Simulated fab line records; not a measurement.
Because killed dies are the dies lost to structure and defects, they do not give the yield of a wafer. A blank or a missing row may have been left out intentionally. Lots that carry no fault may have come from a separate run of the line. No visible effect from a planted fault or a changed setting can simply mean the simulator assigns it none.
Lot-split experiment + flow n5_finfet + route with 1938 steps; 7 lots, 21 wafers read

SPLIT DETAILS
At N5_BEOL_M0_SAQP_SPACER2_ALD_26 (deposits SiO2, target thk 15 nm, pulse time 1 s, purge time 2 s), the setting target_thk_a was moved away from the recipe's 150 angstrom on 4 of the 21 wafers read, by -9.9% to -7.1%. The other wafers ran this setting at the recipe's value.

FROM THE SPLIT TO THE READING: what the file shows between them, 2 steps
- N5_BEOL_M0_SAQP_SPACER2_ETCHBACK_27: etches SiO2 in CHF3/O2, target depth 22.5 nm, time 11.25 s
- N5_BEOL_M0_SAQP_MANDREL2_REMOVE_110: chemistry HBr/Cl2/O2, target a-Si, stops on SiCN, bt time 10 s

THE READING
Shown in nm: cd_nm at N5_BEOL_M0_SAQP_CD_MEAS_29, with target cd 14.4 nm. A value of 15.09 nm with a standard deviation of 0.25 nm is what fault-free wafers of this fab line usually give.

| wafer  | tool, chamber at the split | target_thk_a as run, angstrom | against the recipe | cd_nm, nm | against lot-mates on the recipe |
|--------|----------------------------|-------------------------------|--------------------|-----------|---------------------------------|
| L076.2 | ald_sin-01, 1              | 150                           | recipe             | 14.93     | -                               |
| L076.3 | ald_sin-01, 2              | 150                           | recipe             | 14.99     | -                               |
| L076.6 | ald_sin-01, 2              | 150                           | recipe             | 14.97     | -                               |
| L086.1 | ald_sin-04, 3              | 135.2                         | -9.9%              | 13.78     | -1.63                           |
| L086.5 | ald_sin-04, 3              | 135.2                         | -9.9%              | 13.72     | -1.69                           |
| L086.6 | ald_sin-04, 0              | 150                           | recipe             | 15.41     | -                               |
| L087.1 | ald_sin-04, 0,1,2          | 150                           | recipe             | 15.05     | -                               |
| L087.2 | ald_sin-04, 0,1,2          | 150                           | recipe             | 15.13     | -                               |
| L087.4 | ald_sin-04, 0,1,2          | 150                           | recipe             | 15.09     | -                               |
| L088.1 | ald_sin-04, 2              | 150                           | recipe             | 15.89     | -                               |
| L088.5 | ald_sin-04, 0,1            | 150                           | recipe             | 15.42     | -                               |
| L088.6 | ald_sin-04, 0,1            | 150                           | recipe             | 15.42     | -                               |
| L089.1 | ald_sin-01, 1,2            | 139.3                         | -7.1%              | 13.96     | -1.46                           |
| L089.2 | ald_sin-01, 1,2            | 139.3                         | -7.1%              | 14.09     | -1.33                           |
| L089.3 | ald_sin-01, 3              | 150                           | recipe             | 15.42     | -                               |
| L094.1 | ald_sin-01, 2,0,3          | 150                           | recipe             | 15.09     | -                               |
| L094.3 | ald_sin-01, 2,0,3          | 150                           | recipe             | 14.97     | -                               |
| L094.6 | ald_sin-01, 2,0,3          | 150                           | recipe             | 15.03     | -                               |
| L095.2 | ald_sin-01, 1              | 150                           | recipe             | 15.71     | -                               |
| L095.3 | ald_sin-01, 3,0            | 150                           | recipe             | 14.80     | -                               |
| L095.4 | ald_sin-01, 3,0            | 150                           | recipe             | 15.11     | -                               |
Where a row lists several chambers, the file gives one row for several wafers and doesn't say which wafer went through which chamber.

FIT RESULTS
A straight line over all 21 wafers: cd_nm changes by +0.153 nm for each +1% of target_thk_a; r = +0.89; the points scatter about the line by 0.27 nm.
The same after taking each lot's own level away (the mean of its wafers on the recipe; 21 wafers): +0.177 nm for each +1%; r = +0.96; scatter 0.18 nm.
That fit puts the effect of the largest move of target_thk_a on the reading at 1.7 nm.
The span of the lots' own levels, 14.963 to 15.577 nm, comes to 2.5 times the standard deviation stated above.
In other words, the slope is changed by the lot-to-lot level; the two fits disagree.
Check: -1.81 nm against its lot-mates is what the line predicts for one of the wafers moved furthest among these (-9.9%) when that wafer is left out of the fit. It came out at -1.63 nm against them.

FURTHER SPLITS ON THESE WAFERS
Note: prior to the reading, these wafers also went through further splits. Each is held against what the fit with the lots' levels taken away leaves over:
| other split on the same wafers           | wafers away from the commonest value | r with cd_nm (lot level and that fit taken away) |
|------------------------------------------|--------------------------------------|--------------------------------------------------|
| N5_HKMG_FIN_COAT_42 spin_rpm             | 5                                    | +0.12                                            |
| N5_HKMG_FIN_ETCH_54 source_w             | 10                                   | -0.17                                            |
| N5_HKMG_FIN_EXPOSE_09 dose_mj            | 6                                    | -0.21                                            |
| N5_MOL_CONTACT_COAG_EXPOSE_05 dose_mj    | 8                                    | +0.21                                            |
| N5_MOL_CONTACT_COAG_ETCH_105 bias_w      | 9                                    | -0.19                                            |
| N5_MOL_CONTACT_COAG_CVD_140 target_thk_a | 6                                    | +0.11                                            |

THE WHOLE CHAIN: every reading that the file lists as answering this split, in the file's order
| step                                | what it does                                                    | reading                                                                                     | change (the file's fit)               | r (the file's) |
|-------------------------------------|-----------------------------------------------------------------|---------------------------------------------------------------------------------------------|---------------------------------------|----------------|
| N5_BEOL_M0_SAQP_SPACER2_ALD_26      | deposits SiO2, target thk 15 nm, pulse time 1 s, purge time 2 s | SiO2_of_BEOL_M0_SAQP_SPACER2_ALD_26.thk_nm (the simulator's own value, which no gauge read) | +0.164 nm for each +1% of the setting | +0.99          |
| N5_BEOL_M0_SAQP_MANDREL2_REMOVE_110 | chemistry HBr/Cl2/O2, target a-Si, stops on SiCN, bt time 10 s  | BEOL_M0_SAQP.cd_nm (the simulator's own value, which no gauge read)                         | +0.182 nm for each +1% of the setting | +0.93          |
| N5_BEOL_M0_SAQP_CD_MEAS_29          | target cd 14.4 nm                                               | cd_nm                                                                                       | +0.177 nm for each +1% of the setting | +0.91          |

THE FILE'S OWN FIT
cd_nm changes by +0.177 nm for each +1% of target_thk_a, r = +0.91.
